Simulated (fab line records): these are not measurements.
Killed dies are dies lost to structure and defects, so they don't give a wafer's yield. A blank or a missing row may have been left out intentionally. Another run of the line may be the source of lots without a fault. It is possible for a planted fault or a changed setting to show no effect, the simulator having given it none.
Split-lot study -- flow n5Finfet -- 21 wafers read from 7 lots, route of 1938 steps

## SPLIT DETAILS
At N5_MOL_CONTACT_COAG_ALD_27 (deposits SiOC, target thk 17 nm, pulse time 1.5 s, time 2720 s), the setting aldCycles was moved away from the recipe's 340 on 8 of the 21 wafers read, by -13.2% to +14.4%. For the rest of the wafers, this setting stayed at what the recipe calls for.

The reading comes from the split's own step.

## THE READING
SiOC_of_MOL_CONTACT_COAG_ALD_27.thkNm (the simulator's own value, which no gauge read), in nm, at N5_MOL_CONTACT_COAG_ALD_27 (deposits SiOC, target thk 17 nm, pulse time 1.5 s, time 2720 s). No usual value for it is given in the file. Average 17.1 nm, standard deviation 0.092 nm, over the 13 wafers here run with the recipe.

wafer,"tool, chamber at the split",aldCycles as run,against the recipe,"SiOC_of_MOL_CONTACT_COAG_ALD_27.thkNm, nm",against lot-mates on the recipe
L074.4,"aldSin-02, 2",385,+13.2%,19.2,+2.2
L074.5,"aldSin-02, 1",385,+13.2%,19.4,+2.4
L074.6,"aldSin-02, 0",340,recipe,17,-
L081.1,"aldSin-01, 1",295,-13.2%,14.6,-2.5
L081.5,"aldSin-01, 3",340,recipe,17,-
L081.6,"aldSin-01, 2",340,recipe,17.2,-
L084.2,"aldSin-01, 2",340,recipe,17,-
L084.4,"aldSin-01, 3",313,-7.9%,15.6,-1.5
L084.6,"aldSin-01, 3",340,recipe,17.2,-
L086.2,"aldSin-03, 0",340,recipe,17.2,-
L086.3,"aldSin-03, 1,3",340,recipe,17,-
L086.4,"aldSin-03, 1,3",340,recipe,17,-
L088.2,"aldSin-02, 2,0",340,recipe,17,-
L088.4,"aldSin-02, 2,0",340,recipe,17,-
L088.6,"aldSin-02, 3",389,+14.4%,19.4,+2.4
L093.1,"aldSin-02, 3",364,+7.1%,18.4,+1.3
L093.2,"aldSin-02, 0",340,recipe,17,-
L093.3,"aldSin-02, 1",340,recipe,17.2,-
L094.2,"aldSin-03, 3",340,recipe,17,-
L094.3,"aldSin-03, 2,0",305,-10.3%,15.2,-1.8
L094.4,"aldSin-03, 2,0",305,-10.3%,15.2,-1.8
If several chambers appear in one row, that row covers several wafers at once and the file leaves open which wafer was in which chamber.

THE FIT
A straight line over all 21 wafers: SiOC_of_MOL_CONTACT_COAG_ALD_27.thkNm changes by +0.175 nm for each +1% of aldCycles; r = +1.00; the points scatter about the line by 0.1 nm.
The same after taking each lot's own level away (the mean of its wafers on the recipe; 21 wafers): +0.177 nm for each +1%; r = +1.00; scatter 0.093 nm.
Per that fit: largest aldCycles move, reading shift of 2.5 nm.
From 17.00 to 17.10 nm: that is the span of the lots' own levels, equal to 1.1 times the standard deviation above.
The two slopes are in agreement: the lot-to-lot level therefore moves the slope only a little.
Check: +2.57 nm against its lot-mates is what the line predicts for one of the wafers moved furthest among these (+14.4%) when that wafer is left out of the fit. Against them it came out at +2.4 nm.

## OTHER SPLITS ON THESE WAFERS
Before the reading, these wafers also passed through other splits. Each is held against what the fit with the lots' levels taken away leaves over:
other split on the same wafers,wafers away from the commonest value,r with SiOC_of_MOL_CONTACT_COAG_ALD_27.thkNm (lot level and that fit taken away)
N5_FIN_CUT_COAT_19 timeS,5,+0.34
N5_DUMMY_GATE_COAT_28 spinRpm,8,-0.09
N5_SD_EPI_P_EXPOSE_06 doseMj,7,-0.13
N5_ILD0_PRECLEAN_10 timeS,7,+0.32
N5_HKMG_FIN_ETCH_32 sourceW,8,-0.07
N5_HKMG_FIN_COAT_85 spinRpm,8,-0.14
N5_MOL_CONTACT_COAG_ETCH_105 biasW,7,-0.17
N5_MOL_CONTACT_COAG_ETCH_15 sourceW,8,+0.11

## FILE'S OWN FIT
SiOC_of_MOL_CONTACT_COAG_ALD_27.thkNm changes by +0.177 nm for each +1% of aldCycles, r = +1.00.
